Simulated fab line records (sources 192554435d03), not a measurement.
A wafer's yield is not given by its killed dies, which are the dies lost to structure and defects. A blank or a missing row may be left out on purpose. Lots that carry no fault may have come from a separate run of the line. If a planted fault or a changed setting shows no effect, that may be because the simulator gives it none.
fab line records	flow n5_finfet
[record] lots = 11	wafers = 30	last_day = 18
route steps=1938 shown BEOL_M6@1252 BEOL_M7@1267 PASSIVATION@1936
lots untouched by any fault: they come from a run of this same line in which no faults occurred
start_h: the number of hours between the record's first day and the start of the first shown wafer of the lot	wait_h: hours elapsed since this lot's preceding step	" identical to the entry in the row above	L1.1+2: one row covering several wafers at once	- either no value or no given start	* or withheld: withheld	< > ~ a bound
route shown NAME@n: NAME is a module with steps in the file, n the number in the route of the first one	usual: mean and standard deviation over wafers with no fault	same: alike in all rows	chamber/n: place in a boat	sites: each site's reading	_std_site: standard deviation across them	_edge_site: the outer-site mean with the inner-site mean subtracted	radius_mm: how far each site lies from the wafer's centre	mask NAME#n: copy n	behind: the most recent tool/chamber to have shaped the wafer	hold: the reason the lot was held/the length of the hold in hours/how it ended	device: names the non-switching transistor (n, p or np)	end of line: the same wafers' tests at the end of the route	for a step that has no rows: nothing shown but its recipe	killed: dies lost to structure and defects at the first sort, not the wafer's yield	map: a wafer's dies, x killed, . not, _ none there
set.NAME: the run value of the setting; set.NAME@STEP: its run value at that earlier step	model.NAME: the simulator's own value behind a step, which no gauge read
one table for each step of the route and one row for each wafer, over a sample of lots
services: the hour from which a tool's chamber was out of use, counted from the record's first day as start_h (under 0 if before that day), plus the number of hours and why
[[steps]]
[step N5_BEOL_M6_SURFACE_TREAT_79]
[recipe] gas = Ar	time_s = *	ion_energy_ev = *	ion_current_ma_cm2 = 0.5	pressure_mtorr = *	ar_flow_sccm = 30
[usual] throttle_valve_pct = *
lot.wafer	tool	chamber	start_h	wait_h	throttle_valve_pct
L589.1	pvd_sputter-02	-	191.02	3.5	*
L589.4	"	-	"	"	*
L589.6	"	-	"	"	*
L588.2	pvd_sputter-03	-	195.90	0.2	*
L588.3	"	-	"	"	*
L588.4	"	-	"	"	*
L591.2	pvd_sputter-01	-	198.28	0.2	*
L591.4	"	-	"	"	*
L591.5	"	-	"	"	*
L596.2	pvd_sputter-01	-	236.23	0.2	*
L596.3	"	-	"	"	*
L598.3	pvd_sputter-03	-	261.87	1.0	*
L598.4	"	-	"	"	*
L598.6	"	-	"	"	*
L599.2	pvd_sputter-03	-	262.47	0.2	*
L599.4	"	-	"	"	*
L599.6	"	-	"	"	*
L602.2	pvd_sputter-01	-	267.60	0.2	*
L602.3	"	-	"	"	*
L602.6	"	-	"	"	*
L601.1	pvd_sputter-01	-	267.72	0.2	*
L601.3	"	-	"	"	*
L606.4	pvd_sputter-01	-	292.06	0.2	*
L606.5	"	-	"	"	*
L606.6	"	-	"	"	*
L609.2	pvd_sputter-01	-	317.10	0.2	*
L609.3	"	-	"	"	*
L609.6	"	-	"	"	*
L611.1	pvd_sputter-03	-	341.90	0.2	*
L611.4	"	-	"	"	*
[step N5_BEOL_M7_HM_DEP_02]
[recipe] material = TiN	target_thk_a = 200	temp_c = 25	chamber_pressure_pa = 0.49996
[usual] throttle_valve_pct = 30.3/0.96
lot.wafer	tool	chamber	start_h	wait_h	throttle_valve_pct
L589.1	pvd_sputter-03	-	193.38	0.2	30.7
L589.4	"	-	"	"	31.0
L589.6	"	-	"	"	29.2
L588.2	pvd_sputter-01	-	198.18	0.5	29.8
L588.3	"	-	"	"	31.2
L588.4	"	-	"	"	31.4
L591.2	pvd_sputter-03	-	201.63	1.4	30.9
L591.4	"	-	"	"	30.7
L591.5	"	-	"	"	30.7
L596.2	pvd_sputter-01	-	240.03	1.1	31.7
L596.3	"	-	"	"	28.5
L598.3	pvd_sputter-03	-	264.41	0.4	31.1
L598.4	"	-	"	"	29.5
L598.6	"	-	"	"	30.8
L599.2	pvd_sputter-03	-	264.67	0.3	29.3
L599.4	"	-	"	"	30.7
L599.6	"	-	"	"	29.1
L602.2	pvd_sputter-01	-	270.51	1.0	31.2
L602.3	"	-	"	"	29.9
L602.6	"	-	"	"	31.3
L601.1	pvd_sputter-01	-	270.95	0.8	28.3
L601.3	"	-	"	"	31.0
L606.4	pvd_sputter-01	-	295.37	0.9	31.7
L606.5	"	-	"	"	31.9
L606.6	"	-	"	"	31.1
L609.2	pvd_sputter-01	-	320.12	1.0	30.2
L609.3	"	-	"	"	31.2
L609.6	"	-	"	"	31.8
L611.1	pvd_sputter-02	-	344.26	0.2	31.7
L611.4	"	-	"	"	30.4
[step N5_BEOL_M7_CD_MEAS_11]
[recipe] target_cd_nm = 38.5	landing_energy_ev = 500	detector = se_inlens	polarity = opening
[usual] cd_nm = 38.5/0.42
lot.wafer	tool	chamber	start_h	wait_h	cd_nm
L589.1	cd_sem-01	0	193.75	-	38.9
L589.4	"	0	"	"	38.9
L589.6	"	0	"	"	38.9
L588.2	cd_sem-02	0	198.68	-	38.3
L588.3	"	0	"	"	38.2
L588.4	"	0	"	"	37.7
L591.2	cd_sem-01	0	202.13	-	39.1
L591.4	"	0	"	"	37.7
L591.5	"	0	"	"	38.2
L596.2	cd_sem-02	0	240.53	-	38.3
L596.3	"	0	"	"	38.8
L598.3	cd_sem-02	0	264.91	-	38.3
L598.4	"	0	"	"	38.5
L598.6	"	0	"	"	38.6
L599.2	cd_sem-02	0	265.17	-	38.9
L599.4	"	0	"	"	38.4
L599.6	"	0	"	"	39.3
L602.2	cd_sem-03	0	271.01	-	38.0
L602.3	"	0	"	"	39.2
L602.6	"	0	"	"	38.6
L601.1	cd_sem-02	0	271.32	-	38.5
L601.3	"	0	"	"	37.9
L606.4	cd_sem-03	0	295.87	-	38.7
L606.5	"	0	"	"	38.7
L606.6	"	0	"	"	38.7
L609.2	cd_sem-03	0	320.61	-	38.8
L609.3	"	0	"	"	38.6
L609.6	"	0	"	"	38.7
L611.1	cd_sem-02	0	344.63	-	38.0
L611.4	"	0	"	"	38.1
[step N5_BEOL_M7_INSPECT_13]
[recipe] mode = adi	inspect_instrument = brightfield
[usual] raw_defect_count = 425/87
lot.wafer	tool	chamber	start_h	wait_h	raw_defect_count
L589.1	defect_inspect-01	-	193.80	0.0	305
L589.4	"	-	"	"	380
L589.6	"	-	"	"	388
L588.2	defect_inspect-01	-	198.74	0.0	458
L588.3	"	-	"	"	361
L588.4	"	-	"	"	466
L591.2	defect_inspect-02	-	202.18	0.0	249
L591.4	"	-	"	"	271
L591.5	"	-	"	"	303
L596.2	defect_inspect-02	-	240.58	0.0	418
L596.3	"	-	"	"	494
L598.3	defect_inspect-02	-	264.96	0.0	1227
L598.4	"	-	"	"	1045
L598.6	"	-	"	"	1208
L599.2	defect_inspect-01	-	265.22	0.0	1016
L599.4	"	-	"	"	1062
L599.6	"	-	"	"	1081
L602.2	defect_inspect-02	-	271.06	0.0	358
L602.3	"	-	"	"	376
L602.6	"	-	"	"	510
L601.1	defect_inspect-02	-	271.38	0.0	370
L601.3	"	-	"	"	521
L606.4	defect_inspect-02	-	295.92	0.0	389
L606.5	"	-	"	"	492
L606.6	"	-	"	"	451
L609.2	defect_inspect-02	-	320.67	0.0	387
L609.3	"	-	"	"	429
L609.6	"	-	"	"	377
L611.1	defect_inspect-01	-	344.69	0.0	386
L611.4	"	-	"	"	354
[step N5_BEOL_M7_DESCUM_16]
[recipe] chemistry = O2	time_s = 7.9	source_power_w = 50	bias_power_w = 20	pressure_mtorr = 20	rf_frequency_hz = 2.712e+07	temp_c = 40	resist = CAR-ArF	o2_flow_sccm = 225
[usual] bias_power_w = 20.00/0.065	drypump_motor_current_A = 5.6/0.3	oes_product_au = 0.78/0.087	rf_fwd_power_W = 49.38/0.21	rf_vpp_V = 243.5/1.2	showerhead_plenum_p_Torr = 2.11/0.043	throttle_valve_pct = 20.39/0.21
lot.wafer	tool	chamber	start_h	wait_h	bias_power_w	drypump_motor_current_A	oes_product_au	rf_fwd_power_W	rf_hours_counter_h	rf_vpp_V	showerhead_plenum_p_Torr	throttle_valve_pct
L589.1	rie_diel-01	0	193.84	0.0	19.91	6.1	0.88	49.52	17	244.2	2.16	20.52
L589.4	"	2	"	"	20.03	5.3	0.68	49.23	234	243.0	2.08	20.42
L589.6	"	1	"	"	19.83	5.9	0.69	49.42	-	243.9	2.18	21.00
L588.2	rie_diel-01	3	198.77	0.0	19.93	5.7	0.74	49.24	203	245.5	2.14	20.09
L588.3	"	0	"	"	20.07	6.1	0.88	49.61	19	243.6	2.16	20.55
L588.4	"	2	"	"	19.94	5.3	0.67	49.59	236	241.7	2.08	20.41
L591.2	rie_diel-05	3	202.29	0.1	20.03	5.5	0.69	49.29	222	243.3	2.07	20.70
L591.4	"	2	"	"	19.99	5.6	0.83	49.45	58	245.9	2.11	20.32
L591.5	"	0	"	"	20.05	6.0	0.74	49.25	-	243.2	2.18	20.31
L596.2	rie_diel-01	2	240.62	0.0	19.99	5.3	0.66	49.18	250	242.0	2.07	20.43
L596.3	"	0	"	"	19.85	6.1	0.85	49.59	34	244.9	2.15	20.55
L598.3	rie_diel-06	1	265.00	0.0	20.04	5.3	0.90	49.41	22	243.4	2.14	20.04
L598.4	"	2	"	"	20.08	5.6	0.70	49.24	217	242.1	2.08	20.62
L598.6	"	1	"	"	20.06	5.3	0.91	49.22	-	243.0	2.14	20.03
L599.2	rie_diel-01	0	265.26	0.0	19.91	6.1	0.84	49.63	45	243.2	2.15	20.56
L599.4	"	1	"	"	19.99	6.0	0.96	49.01	-	243.9	2.17	20.63
L599.6	"	0	"	"	20.00	6.1	0.84	49.48	-	244.6	2.15	20.58
L602.2	rie_diel-06	2	271.10	0.0	20.07	5.6	0.70	49.55	219	242.1	2.08	20.64
L602.3	"	0	"	"	20.02	5.8	0.71	49.38	202	244.8	2.13	20.33
L602.6	"	2	"	"	20.14	5.6	0.70	49.42	-	243.7	2.08	20.63
L601.1	rie_diel-05	1	271.47	0.1	19.93	5.3	0.78	49.48	114	243.2	2.11	20.25
L601.3	"	3	"	"	20.00	5.5	0.67	49.39	241	243.5	2.06	20.73
L606.4	rie_diel-05	2	295.95	0.0	19.94	5.6	0.80	49.60	86	244.3	2.10	20.35
L606.5	"	0	"	"	20.05	6.0	0.74	48.57	-	243.8	2.17	20.33
L606.6	"	1	"	"	19.99	5.3	0.77	49.28	-	242.2	2.10	20.29
L609.2	rie_diel-01	0	320.70	0.0	20.02	6.1	0.81	49.64	64	242.7	2.14	20.62
L609.3	"	2	"	"	19.99	5.3	0.93	49.47	15	243.0	2.07	20.25
L609.6	"	3	"	"	20.00	5.7	0.71	49.50	-	243.5	2.13	20.14
L611.1	rie_diel-01	1	346.07	1.4	20.02	5.9	0.88	49.21	36	243.6	2.16	20.68
L611.4	"	1	"	"	20.08	5.9	0.88	49.17	-	244.6	2.16	20.66
[step N5_PASSIVATION_PROBE_49]
[usual] defect_limited_yield = 91.7/1.7	killed_at_M0_to_M3 = 34/10	killed_at_M4_up = 13/5.1	killed_at_contacts = 12/6.2	killed_at_front_end = 36/12	killed_at_other = 3.2/2.6	killed_dies = 98/20	killed_on_rim = 13/4.5	killed_open = 65/13	killed_short = 32/8.4	sort_bin_5_function = 4.8/1.1	sort_bin_6_memory = 3.2/0.74	sort_bin_8_speed = 0.00/0.012	sort_n_pass = 1082/20	sort_yield_pct = 91.7/1.7
[same] gross_dies = 1180	killed_at_back_side = 0	sort_bin_4_leakage[%] = 0
lot.wafer	tool	chamber	start_h	wait_h	defect_limited_yield[%]	killed_at_M0_to_M3	killed_at_M4_up	killed_at_contacts	killed_at_front_end	killed_at_other	killed_dies	killed_on_rim	killed_open	killed_short	sort_bin_5_function[%]	sort_bin_6_memory[%]	sort_bin_8_speed[%]	sort_n_pass	sort_yield_pct[%]
L599.2	prober-01	-	340.47	0.1	80.2	29	152	12	41	0	234	24	65	28	12.5	4.4	0	946	80.2
L599.4	prober-01	-	340.57	0.2	84.4	14	128	15	24	3	184	21	45	22	9.7	3.6	0	996	84.4
L599.6	prober-01	-	340.67	0.3	87.9	30	71	13	29	0	143	27	54	25	7.2	3.2	0	1037	87.9
L598.3	prober-02	-	345.24	0.1	81.4	32	128	18	37	4	219	32	75	20	11.4	4.0	0	961	81.4
L598.4	prober-02	-	345.29	0.2	85.6	41	77	12	36	4	170	25	74	37	8.6	4.0	0	1010	85.6
L598.6	prober-02	-	345.39	0.3	78.6	46	140	30	33	4	253	28	86	41	13.3	5.2	0	927	78.6
L606.4	prober-02	-	376.64	0.2	88.6	50	10	20	50	4	134	19	92	36	6.9	3.7	0	1046	88.6
L606.5	prober-02	-	376.69	0.2	88.6	47	9	17	58	4	135	15	89	46	6.9	4.3	0	1045	88.6
L606.6	prober-02	-	376.74	0.3	88.9	65	9	6	45	6	131	17	89	40	7.3	3.5	0	1049	88.9
// killed by level:class
L599.2 BEOL_M7:unspecified=131 MOL_CONTACT_COAG:geometric_particle:open=11 HKMG_FIN:area_etch=10 BEOL_M2:geometric_particle:open=8 FIN_SAQP:geometric_particle:short=7 BEOL_M5:geometric_particle:open=7 BEOL_M0_SAQP:geometric_particle:short=6 BEOL_M4:geometric_particle:open=6
L599.4 BEOL_M7:unspecified=117 MOL_CONTACT_COAG:geometric_particle:open=12 BEOL_M4:geometric_particle:open=8 GATE_CUT:geometric_particle:short=6 FIN_SAQP:geometric_particle:open=5 BEOL_M0_SAQP:geometric_particle:open=5 FIN_SAQP:geometric_particle:short=4 GATE_CUT:geometric_particle:open=3
L599.6 BEOL_M7:unspecified=64 MOL_CONTACT_COAG:geometric_particle:open=10 BEOL_M2:geometric_particle:open=9 FIN_SAQP:geometric_particle:open=7 GATE_CUT:geometric_particle:short=5 BEOL_M3:geometric_particle:short=5 FIN_SAQP:geometric_particle:short=4 BEOL_M0_SAQP:geometric_particle:open=4
L598.3 BEOL_M7:unspecified=116 MOL_CONTACT_COAG:geometric_particle:open=15 BEOL_M3:geometric_particle:open=15 HKMG_FIN:area_etch=7 STI_FIN_REVEAL:geometric_particle:open=6 GATE_CUT:geometric_particle:short=6 DUMMY_GATE:geometric_particle:open=5 BEOL_M0_SAQP:geometric_particle:open=5
L598.4 BEOL_M7:unspecified=59 FIN_SAQP:geometric_particle:open=12 BEOL_M3:geometric_particle:open=10 BEOL_M0_SAQP:geometric_particle:short=9 MOL_CONTACT_COAG:geometric_particle:open=8 BEOL_M4:geometric_particle:open=8 FIN_SAQP:geometric_particle:short=7 BEOL_M2:geometric_particle:open=7
L598.6 BEOL_M7:unspecified=126 MOL_CONTACT_COAG:geometric_particle:open=26 BEOL_M2:geometric_particle:open=12 FIN_SAQP:geometric_particle:short=9 STI_FIN_REVEAL:geometric_particle:open=7 BEOL_M0_SAQP:geometric_particle:open=7 BEOL_M3:geometric_particle:open=7 BEOL_M0_SAQP:geometric_particle:short=6
L606.4 MOL_CONTACT_COAG:geometric_particle:open=19 FIN_SAQP:geometric_particle:open=16 BEOL_M1:geometric_particle:open=11 BEOL_M2:geometric_particle:open=11 FIN_SAQP:geometric_particle:short=9 BEOL_M0_SAQP:geometric_particle:short=8 BEOL_M0_SAQP:geometric_particle:open=8 BEOL_M1:geometric_particle:short=7
L606.5 FIN_SAQP:geometric_particle:open=17 BEOL_M0_SAQP:geometric_particle:open=15 FIN_SAQP:geometric_particle:short=11 MOL_CONTACT_COAG:geometric_particle:open=11 STI_FIN_REVEAL:geometric_particle:open=8 BEOL_M0_SAQP:geometric_particle:short=7 BEOL_M3:geometric_particle:open=7 MOL_CONTACT_COAG:geometric_particle:short=6
L606.6 BEOL_M2:geometric_particle:open=15 BEOL_M0_SAQP:geometric_particle:short=12 BEOL_M3:geometric_particle:open=11 BEOL_M1:geometric_particle:open=10 GATE_CUT:geometric_particle:short=9 BEOL_M0_SAQP:geometric_particle:open=9 FIN_SAQP:geometric_particle:open=7 STI_FIN_REVEAL:geometric_particle:open=7
[[services]]
tool	chamber	start_h	hours	kind
rie_diel-06	1	177.25	22.2	repair
rie_diel-06	2	194.15	4.6	repair
rie_diel-01	1	239.29	-	clean
rie_diel-01	1	239.29	-	consumable_replace:focus_ring
rie_diel-01	1	239.29	17.8	scheduled_down
rie_diel-01	1	239.29	17.8	vent_cycle
rie_diel-01	2	257.19	-	clean
rie_diel-01	2	257.19	-	consumable_replace:focus_ring
rie_diel-01	2	257.19	19.0	scheduled_down
rie_diel-01	2	257.19	19.0	vent_cycle
pvd_sputter-01	-	260.51	3.0	repair
rie_diel-06	0	274.36	3.1	repair
rie_diel-06	3	294.02	4.3	repair
rie_diel-05	3	300.48	-	clean
rie_diel-05	3	300.48	-	consumable_replace:focus_ring
rie_diel-05	3	300.48	12.2	scheduled_down
rie_diel-05	3	300.48	12.2	vent_cycle
rie_diel-01	3	329.15	-	clean
rie_diel-01	3	329.15	-	consumable_replace:focus_ring
rie_diel-01	3	329.15	21.2	scheduled_down
rie_diel-01	3	329.15	21.2	vent_cycle
rie_diel-06	-	331.77	14.6	pm
[[key]]
[first_sign] step = N5_BEOL_M7_INSPECT_13	reading = raw_defect_count	direction = up	sigmas = 7.8	usual = 425	struck = 1106
[effect] step = N5_PASSIVATION_PROBE_49	reading = killed_at_M4_up	direction = up	sigmas = 20	usual = 13	struck = 116
[more_kills_born_at] N5_BEOL_M7_HM_DEP_02@pvd_sputter-03 = 613
met_at N5_BEOL_M7_HM_DEP_02
struck_lots L598,L599
[baseline_loss] step = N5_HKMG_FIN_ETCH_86	wafers = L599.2
not_acting_at N5_BEOL_M6_SURFACE_TREAT_79,N5_BEOL_M7_CD_MEAS_11,N5_BEOL_M7_DESCUM_16
onset_between 201.63 264.41
[fault] kind = chamber_particle_source	tool = pvd_sputter-03	chamber = -	onset_h = 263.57	steps = N5_BEOL_M7_HM_DEP_02	rate_per_visit_cm2 = 0.96045	end_h = 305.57
// baseline_loss: these wafers lose ten dies or more at that step, a loss of the line's own and not of a fault; the sort's usual values leave them out
